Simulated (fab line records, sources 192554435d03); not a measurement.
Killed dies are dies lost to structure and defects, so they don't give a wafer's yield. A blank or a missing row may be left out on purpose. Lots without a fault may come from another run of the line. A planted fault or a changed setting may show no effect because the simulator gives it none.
Split-lot experiment | flow n5_finfet | 7 lots, 21 wafers read, on a route of 1938 steps

THE SPLIT
At N5_BEOL_M6_ETCH_62 (etches SOC in N2/H2, target depth 110 nm, overetch 22 nm, time 165 s), the setting time_s was moved away from the recipe's 165 s on 10 of the 21 wafers read, by -7.8% to +19.9%. The other wafers ran this setting at the recipe's value.

FROM THE SPLIT TO THE READING: what the file shows between them, 2 steps
- N5_BEOL_M6_STRIP_68: strips in N2/H2
- N5_BEOL_M6_STRIP_67: strips in CF4

THE READING
etch.depth_nm (the simulator's own value, which no gauge read), in nm, at N5_BEOL_M6_HM_OPEN_17 (chemistry Cl2/BCl3, target TiN, target depth 20 nm, overetch 6 nm). The file gives no usual value for it. The 11 wafers here that ran the recipe average 19.85 nm, standard deviation 0.18 nm.

wafer  | tool, chamber at the split | time_s as run, s | against the recipe | etch.depth_nm, nm | against lot-mates on the recipe
L074.2 | rie_diel-06, 1             | 194.8            | +18.1%             | 16.6              | no lot-mate on the recipe
L074.3 | rie_diel-06, 3             | 194.8            | +18.1%             | 16.7              | no lot-mate on the recipe
L074.6 | rie_diel-06, 0             | 194.8            | +18.1%             | 16.71             | no lot-mate on the recipe
L076.1 | rie_diel-06, 2             | 165              | recipe             | 19.72             | -
L076.2 | rie_diel-06, 0             | 152.1            | -7.8%              | 19.69             | -0.03
L076.5 | rie_diel-06, 1             | 152.1            | -7.8%              | 19.63             | -0.09
L083.2 | rie_diel-03, 0,1           | 165              | recipe             | 19.79             | -
L083.3 | rie_diel-03, 2             | 165              | recipe             | 19.54             | -
L083.5 | rie_diel-03, 0,1           | 165              | recipe             | 20                | -
L084.1 | rie_diel-06, 2,1,3         | 165              | recipe             | 19.81             | -
L084.3 | rie_diel-06, 2,1,3         | 165              | recipe             | 19.73             | -
L084.6 | rie_diel-06, 2,1,3         | 165              | recipe             | 19.93             | -
L092.1 | rie_diel-03, 2             | 165              | recipe             | 19.95             | -
L092.4 | rie_diel-03, 3             | 165              | recipe             | 19.68             | -
L092.6 | rie_diel-03, 1             | 197.9            | +19.9%             | 16.44             | -3.37
L095.1 | rie_diel-01, 2             | 165              | recipe             | 19.99             | -
L095.2 | rie_diel-01, 3             | 165              | recipe             | 20.24             | -
L095.4 | rie_diel-01, 1             | 153.5            | -7.0%              | 20.19             | +0.08
L094.1 | rie_diel-01, 3,2           | 183              | +10.9%             | 17.81             | no lot-mate on the recipe
L094.3 | rie_diel-01, 3,2           | 183              | +10.9%             | 17.43             | no lot-mate on the recipe
L094.5 | rie_diel-01, 0             | 183              | +10.9%             | 17.94             | no lot-mate on the recipe
Where a row lists several chambers, the file gives one row for several wafers and doesn't say which wafer went through which chamber.

THE FIT
A straight line over all 21 wafers: etch.depth_nm changes by -0.148 nm for each +1% of time_s; r = -0.94; the points scatter about the line by 0.47 nm.
The same after taking each lot's own level away (the mean of its wafers on the recipe; 15 wafers): -0.119 nm for each +1%; r = -0.86; scatter 0.46 nm.
On that fit, the largest move of time_s shifts the reading by 2.4 nm.
The lots' own levels span 19.720 to 20.115 nm, that is 2.1 times the standard deviation above.
So the lot-to-lot level changes the slope: the two fits differ.
Check: with one of the wafers moved furthest among these (+19.9%) left out of the fit, the line predicts +0.0518 nm for it against its lot-mates. It came out at -3.37 nm against them.

OTHER SPLITS ON THESE WAFERS
These wafers also went through other splits before the reading. Each is held against what the fit with the lots' levels taken away leaves over:
other split on the same wafers    | wafers away from the commonest value | r with etch.depth_nm (lot level and that fit taken away)
N5_BEOL_M1_ETCH_64 source_w       | 6                                    | -0.05
N5_BEOL_M2_HM_DEP_02 target_thk_a | 6                                    | -0.11
N5_BEOL_M2_COAT_61 temp_c         | 2                                    | -0.07
N5_BEOL_M3_COAT_22 spin_rpm       | 7                                    | -0.18
N5_BEOL_M3_DESCUM_33 time_s       | 1                                    | -0.24
N5_BEOL_M4_COAT_05 spin_rpm       | 7                                    | -0.26
N5_BEOL_M5_VIA_ETCH_34 bias_w     | 10                                   | -0.19
N5_BEOL_M5_TRENCH_ETCH_37 bias_w  | 4                                    | -0.07

THE WHOLE CHAIN: every reading that the file lists as answering this split, in the file's order
step                  | what it does                                                         | reading                                                                          | change (the file's fit)                | r (the file's)
N5_BEOL_M6_ETCH_62    | etches SOC in N2/H2, target depth 110 nm, overetch 22 nm, time 165 s | SiARC_of_BEOL_M6_COAT_60.thk_nm (the simulator's own value, which no gauge read) | -0.0681 nm for each +1% of the setting | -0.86
N5_BEOL_M6_HM_OPEN_17 | chemistry Cl2/BCl3, target TiN, target depth 20 nm, overetch 6 nm    | etch.depth_nm (the simulator's own value, which no gauge read)                   | -0.133 nm for each +1% of the setting  | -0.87

THE FILE'S OWN FIT
etch.depth_nm changes by -0.133 nm for each +1% of time_s, r = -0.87.
